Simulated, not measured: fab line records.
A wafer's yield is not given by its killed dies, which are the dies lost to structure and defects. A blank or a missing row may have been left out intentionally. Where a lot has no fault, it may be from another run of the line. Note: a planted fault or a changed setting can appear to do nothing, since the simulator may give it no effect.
8D (eight disciplines) problem report, filled in by code || flow n5-finfet || the parts of the form that need people (team, actions taken, sign-off) are left out

== 1. WHAT IS WRONG ==
Wafers without a fault read 1499.8 rpm, standard deviation 0.87; spin-speed-rpm at N5_BEOL_M4_COAT_05 reads a mean of 1815.7 rpm on 9 wafers belonging to 3 lots. That is +99 or more standard deviations from the usual mean.
The step: resist thk 30 nm.
Earliest sighting: wafer L824.2 on litho-track-03 at day 10 16:31. At this step, 30 wafers from 10 lots have a number in the record. By rule, "out" or "out of limits" means more than 4 standard deviations away from the usual mean. The other wafers with a number count as sound.

== 2. WHAT IT IS; WHAT IT IS NOT ==
{"question": "which readings at this step", "is": "spin-speed-rpm", "is not": "-"}
{"question": "which lots", "is": "L824, L826, L827", "is not": "L813, L814, L815, L823, L825, L828, L832"}
{"question": "which wafers of those lots", "is": "all that have a number", "is not": "-"}
{"question": "read on which tools", "is": "litho-track-03", "is not": "litho-track-01, litho-track-05"}
{"question": "when", "is": "from day 10 16:31", "is not": "up to then (12 sound wafers); but 9 sound wafers of L825, L828, L832 came after"}

== 3. SUSPECTS, AND WHAT RULES EACH OUT ==
Counting: a tool at a process step up to the reading stays a suspect if it ran every lot that is out and no sound lot after the first of them.
- litho-track-03 at N5_BEOL_M4_COAT_05 (resist thk 30 nm): kept. Every lot that is out went through it, starting with L824 (day 10 16:31), and after that it ran no sound lot; the last sound lot it ran before then is L823 (day 10 14:10). Out on those wafers are its own readings of spin-speed-rpm.
The count leaves litho-track-03 at N5_BEOL_M4_COAT_05.

== 4. THE CAUSE (what the simulator had put in) ==
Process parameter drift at N5_BEOL_M4_COAT_05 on litho-track-03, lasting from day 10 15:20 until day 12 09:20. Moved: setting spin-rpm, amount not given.
Counting left only this tool.

== 5. THE EFFECT CHAIN, in route order ==
Each row: a reading whose mean over the struck wafers that have a number lies more than 3 standard deviations from the usual. Only readings whose record carries a usual standard deviation are examined. hours: median over the lots of the time between each lot's start at the first step of this table that gives one and its start at this step. sigmas: the change, counted in usual standard deviations.
{"hours": 0, "step": "N5_BEOL_M4_COAT_05", "reading": "spin-speed-rpm", "usual": "1499.8 rpm", "on struck wafers": 1815.7, "change": "+315.9", "sigmas": "+99 or more"}
It contains these process steps:
- N5_BEOL_M4_COAT_05: resist thk 30 nm.
At these later measuring or inspecting steps, every struck wafer for which the step has a row has a number for every such reading, and none has moved that far: N5_BEOL_M4_CD_MEAS_11, N5_BEOL_M4_RC_MEAS_101.

== 6. WHAT WOULD HAVE CAUGHT IT SOONER ==
In this record the first reading out of limits was taken at day 10 16:31, 1 hour after the fault began at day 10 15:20.
